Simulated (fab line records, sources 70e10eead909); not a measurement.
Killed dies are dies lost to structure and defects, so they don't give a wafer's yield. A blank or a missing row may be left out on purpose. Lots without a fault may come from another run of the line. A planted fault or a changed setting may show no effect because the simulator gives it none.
Which tool did it? | flow nand_harc | 11 lots, 33 wafers sampled, at 5 steps of a route of 1302

WHAT THE GAUGES READ, wafer by wafer
NHARC_END_SORT_01.
lot  | measured     | on        | defect_limited_yield (%)
L138 | day 29 21:07 | prober-02 | 93 94 94

WHICH TOOL RAN EACH LOT (tool, then ch and the chambers of the sampled wafers, then the start)
lot  | NHARC_P_M1_ANNEAL_31             | NHARC_P_M2_ETCH_35                | NHARC_P_M2_PRE_CLEAN_30                 | NHARC_P_M2_ANNEAL_31
L128 | rtp_anneal-02 ch 0, day 6 21:25  | rie_diel-02 ch 1,2,3, day 6 23:52 | pvd_sputter-01, day 7 01:32 or earlier  | rtp_anneal-02 ch 0, day 7 01:32
L129 | rtp_anneal-02 ch 0, day 7 02:53  | rie_diel-08 ch 1,3, day 7 05:20   | pvd_sputter-01, day 7 07:06 or earlier  | rtp_anneal-02 ch 0, day 7 07:06
L130 | rtp_anneal-01 ch 0, day 7 21:29  | rie_diel-08 ch 1,2,3, day 7 23:42 | pvd_sputter-02, day 8 01:32 or earlier  | rtp_anneal-02 ch 0, day 8 01:32
L131 | rtp_anneal-01 ch 0, day 7 23:13  | rie_diel-09 ch 1,2,3, day 8 01:42 | pvd_sputter-01, day 8 03:22 or earlier  | rtp_anneal-02 ch 0, day 8 03:22
L132 | rtp_anneal-02 ch 0, day 8 12:16  | rie_diel-09 ch 0,3, day 8 14:47   | pvd_sputter-02, day 8 16:34 or earlier  | rtp_anneal-02 ch 0, day 8 16:34
L134 | rtp_anneal-02 ch 0, day 9 03:52  | rie_diel-09 ch 0,2,3, day 9 06:21 | pvd_sputter-02, day 9 08:00 or earlier  | rtp_anneal-02 ch 0, day 9 08:00
L133 | rtp_anneal-01 ch 0, day 9 05:22  | rie_diel-09 ch 0,3, day 9 07:37   | pvd_sputter-03, day 9 09:24 or earlier  | rtp_anneal-01 ch 0, day 9 09:24
L135 | rtp_anneal-02 ch 0, day 9 17:07  | rie_diel-09 ch 1,2,3, day 9 19:35 | pvd_sputter-03, day 9 21:16 or earlier  | rtp_anneal-01 ch 0, day 9 21:16
L136 | rtp_anneal-01 ch 0, day 10 09:29 | rie_diel-09 ch 1,2, day 10 12:02  | pvd_sputter-02, day 10 14:01 or earlier | rtp_anneal-02 ch 0, day 10 14:01
L138 | rtp_anneal-02 ch 0, day 11 06:56 | rie_diel-09 ch 0,3, day 11 09:17  | pvd_sputter-02, day 11 11:36 or earlier | rtp_anneal-01 ch 0, day 11 11:36
L148 | rtp_anneal-02 ch 0, day 15 03:36 | rie_diel-08 ch 0,1, day 15 05:58  | pvd_sputter-01, day 15 07:49 or earlier | rtp_anneal-02 ch 0, day 15 07:49
- NHARC_P_M1_ANNEAL_31: time 90 s.
- NHARC_P_M2_ETCH_35: etches the open film in N2/H2, target depth 40 nm, overetch 12 nm, time 43.94 s.
- NHARC_P_M2_PRE_CLEAN_30: time 30 s.
- NHARC_P_M2_ANNEAL_31: time 90 s.

THE ANSWER, worked out from the rows above alone
Rule: what is usual is taken from the lots themselves. Put in order of their means at a reading, lots are off if they are a third of the lots or fewer, leave a main group of 4 or more, and stand apart from it by a gap of 3 or more times the standard deviation of the main group's means; of several such gaps the widest counts. A main group whose means are all the same, to the digits that the tables above print for the reading, isn't used. A lot without any number at a reading at which 4 lots or more have one is off too. The other lots that the step has rows for count as sound.
No lot is off at any reading shown: from this, nothing can be told.

WHAT THE SIMULATOR HAD PUT IN
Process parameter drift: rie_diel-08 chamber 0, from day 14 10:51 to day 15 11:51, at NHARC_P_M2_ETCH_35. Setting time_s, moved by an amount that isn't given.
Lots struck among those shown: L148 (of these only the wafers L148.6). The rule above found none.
